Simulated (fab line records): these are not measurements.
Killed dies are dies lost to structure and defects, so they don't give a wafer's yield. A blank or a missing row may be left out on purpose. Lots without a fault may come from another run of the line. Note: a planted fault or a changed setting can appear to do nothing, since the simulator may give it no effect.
Tool commonality check + flow n5Finfet + 27 wafers sampled across 9 lots

## THE REASON FOR OPENING IT
At N5_ILD0_INSPECT_06 the reading rawDefectCount is flagged on 3 of 9 lots. No-fault wafers: 39, standard deviation 18.
Rule: a lot gets a flag if all its wafers with a number sit over 4 standard deviations from that mean, or if no wafer of it has a number. The rest of the lots are taken to be sound.

| lot  | measured    | on               | rawDefectCount, wafer by wafer | flag    |
|------|-------------|------------------|--------------------------------|---------|
| L616 | day 4 08:32 | defectInspect-02 | 74 39 45                       |         |
| L617 | day 4 11:01 | defectInspect-02 | 46 29 44                       |         |
| L618 | day 4 20:44 | defectInspect-02 | 41 30 136                      |         |
| L619 | day 4 22:51 | defectInspect-01 | 276 299 252                    | FLAGGED |
| L620 | day 5 09:14 | defectInspect-02 | 264 297 270                    | FLAGGED |
| L622 | day 5 16:44 | defectInspect-01 | 248 272 297                    | FLAGGED |
| L630 | day 7 21:25 | defectInspect-01 | 36 23 15                       |         |
| L632 | day 8 08:37 | defectInspect-02 | 35 37 47                       |         |
| L636 | day 9 05:44 | defectInspect-01 | 47 62 69                       |         |
On average the flagged lots' numbers are 275, which is +236 against the usual, or +13 standard deviations.

## WHICH TOOL EACH LOT WENT THROUGH
Before the reading, the record contains 2 process steps out of a 1938-step route. Cell contents, in order: the tool; ch with the chambers the sampled wafers went through; the start.
| lot  | flag    | N5_SD_ACTIVATION_RTA_00        | N5_ILD0_CMP_12               |
|------|---------|--------------------------------|------------------------------|
| L616 |         | rtpAnneal-01 ch 0, day 4 01:33 | cmp-03 ch 0,1,2, day 4 08:13 |
| L617 |         | rtpAnneal-01 ch 0, day 4 04:05 | cmp-03 ch 0,2,3, day 4 10:44 |
| L618 |         | rtpAnneal-02 ch 0, day 4 13:23 | cmp-02 ch 0,2,3, day 4 20:28 |
| L619 | FLAGGED | rtpAnneal-01 ch 0, day 4 15:40 | cmp-03 ch 1,2,3, day 4 22:34 |
| L620 | FLAGGED | rtpAnneal-01 ch 0, day 5 01:40 | cmp-03 ch 1,2,3, day 5 09:02 |
| L622 | FLAGGED | rtpAnneal-02 ch 0, day 5 09:46 | cmp-03 ch 0,2,3, day 5 16:25 |
| L630 |         | rtpAnneal-02 ch 0, day 7 12:53 | cmp-02 ch 0,3, day 7 21:06   |
| L632 |         | rtpAnneal-02 ch 0, day 8 01:29 | cmp-03 ch 0,1,2, day 8 08:17 |
| L636 |         | rtpAnneal-02 ch 0, day 8 22:47 | cmp-03 ch 0,3, day 9 05:27   |
These steps, and what they do:
- N5_SD_ACTIVATION_RTA_00: time 0 s.
- N5_ILD0_CMP_12: polishes SiNx, stops on poly-Si, t overpolish 6 s, target thk 17.67 nm.
- N5_ILD0_INSPECT_06: inspects for defects (darkfield).

## FLAGGED AGAINST TOTAL, ONE TOOL AT A TIME (gauges that did the reading follow at the end)
| step                    | tool             | lots run | flagged | share of the flagged lots | sound lots run after its first flagged lot |
|-------------------------|------------------|----------|---------|---------------------------|--------------------------------------------|
| N5_SD_ACTIVATION_RTA_00 | rtpAnneal-01     | 4        | 2       | some                      | 0                                          |
| N5_SD_ACTIVATION_RTA_00 | rtpAnneal-02     | 5        | 1       | some                      | 3 (L630,L632,L636)                         |
| N5_ILD0_CMP_12          | cmp-02           | 2        | 0       | none                      | -                                          |
| N5_ILD0_CMP_12          | cmp-03           | 7        | 3       | all                       | 2 (L632,L636)                              |
| N5_ILD0_INSPECT_06      | defectInspect-01 | 4        | 2       | some                      | 2 (L630,L636)                              |
| N5_ILD0_INSPECT_06      | defectInspect-02 | 5        | 1       | some                      | 1 (L632)                                   |

## WHAT THE TABLE ALLOWS
1 row of the table ran every flagged lot: cmp-03 at N5_ILD0_CMP_12.
- cmp-03 at N5_ILD0_CMP_12: 3 of its 7 lots flagged. Sound lots ran on it after the first flagged one (L632, L636), which a lasting fault on the whole tool wouldn't allow.
No row of the table ran every flagged lot and no sound lot after the first.

## WHAT HAD BEEN PUT IN BY THE SIMULATOR
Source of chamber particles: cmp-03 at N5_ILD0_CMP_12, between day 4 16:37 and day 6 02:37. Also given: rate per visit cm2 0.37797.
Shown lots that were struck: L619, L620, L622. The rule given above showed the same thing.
